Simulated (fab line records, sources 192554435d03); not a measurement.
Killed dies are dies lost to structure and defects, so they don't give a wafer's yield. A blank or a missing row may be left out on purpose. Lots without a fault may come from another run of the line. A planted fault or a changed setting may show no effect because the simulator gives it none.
Problem report in the 8D (eight disciplines) form, filled by code | flow n5_finfet | the parts of the form that need people (team, actions taken, sign-off) are left out

1. THE PROBLEM
bias_w at N5_PMOS_HMC_CHANNEL_EPI_ETCH_32 reads a mean of 143.6 W on 2 wafers of 2 lots; wafers without a fault read 149.9 W with a standard deviation of 0.42. That is -15 standard deviations from the usual mean.
The step: etches BARC in N2/H2, stops on SiO2, target depth 85.8 nm, time 50.3 s.
First seen on wafer L449.3, day 5 12:10, on rie_diel-02. The record holds 30 wafers of 10 lots with a number at this step. Rule for "out", or "out of limits": more than 4 standard deviations from the usual mean. The other wafers with a number count as sound.

2. WHAT IT IS AND WHAT IT IS NOT
question                    | is               | is not
which readings at this step | bias_w, rf_vpp_V | drypump_motor_current_A, oes_product_au, showerhead_plenum_p_Torr, throttle_valve_pct
which lots                  | L449, L452       | L434, L435, L437, L438, L439, L442, L443, L457
which wafers of those lots  | L449.3, L452.4   | L449.2, L449.5, L452.1, L452.2
read on which tools         | rie_diel-02      | rie_diel-04, rie_diel-06
when                        | from day 5 12:10 | up to then (23 sound wafers); but 5 sound wafers of L452, L457 came after

3. SUSPECTS, AND WHAT RULES EACH OUT
Counting: a tool at a process step up to the reading stays a suspect if it ran every lot that is out. Sound lots after the first of them don't rule it out here, since some wafers of a struck lot are sound.
- rie_diel-02 at N5_PMOS_HMC_CHANNEL_EPI_ETCH_32 (etches BARC in N2/H2, stops on SiO2, target depth 85.8 nm, time 50.3 s): kept. It ran every lot that is out, first L449 (day 5 12:10); its last sound lot up to then is L443 (day 3 23:21). Its own readings are out on those wafers: bias_w, rf_vpp_V.
- Within rie_diel-02 at N5_PMOS_HMC_CHANNEL_EPI_ETCH_32: the wafers that are out ran in chamber 3; their sound lot-mates ran in chambers 1, 2.
Left after counting: rie_diel-02 at N5_PMOS_HMC_CHANNEL_EPI_ETCH_32.

4. THE CAUSE (what the simulator had put in)
Process parameter drift: rie_diel-02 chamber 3, from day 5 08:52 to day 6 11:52, at N5_PMOS_HMC_CHANNEL_EPI_ETCH_32. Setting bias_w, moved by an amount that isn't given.
Counting left only this tool.

5. THE CHAIN OF EFFECTS, in route order
Each row: a reading whose mean over the struck wafers that have a number lies more than 3 standard deviations from the usual. Only readings for which the record gives a usual standard deviation are gone through. hours: the time from each lot's start at the first step in this table that gives one to its start at this step, as a median over the lots. sigmas: the change in usual standard deviations.
hours | step                            | reading  | usual   | on struck wafers | change | sigmas
0     | N5_PMOS_HMC_CHANNEL_EPI_ETCH_32 | bias_w   | 149.9 W | 143.6            | -6.3   | -15
0     | N5_PMOS_HMC_CHANNEL_EPI_ETCH_32 | rf_vpp_V | 523.2 V | 510.1            | -13.1  | -5.7
The process steps in it:
- N5_PMOS_HMC_CHANNEL_EPI_ETCH_32: etches BARC in N2/H2, stops on SiO2, target depth 85.8 nm, time 50.3 s.
Later measuring or inspecting steps at which every struck wafer that the step has a row for has a number for every such reading, and none has moved that far: N5_BEOL_M4_RC_MEAS_101.

6. WHAT WOULD HAVE CAUGHT IT SOONER
In this record the first reading out of limits was taken at day 5 12:10, 3 hours after the fault began at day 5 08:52.
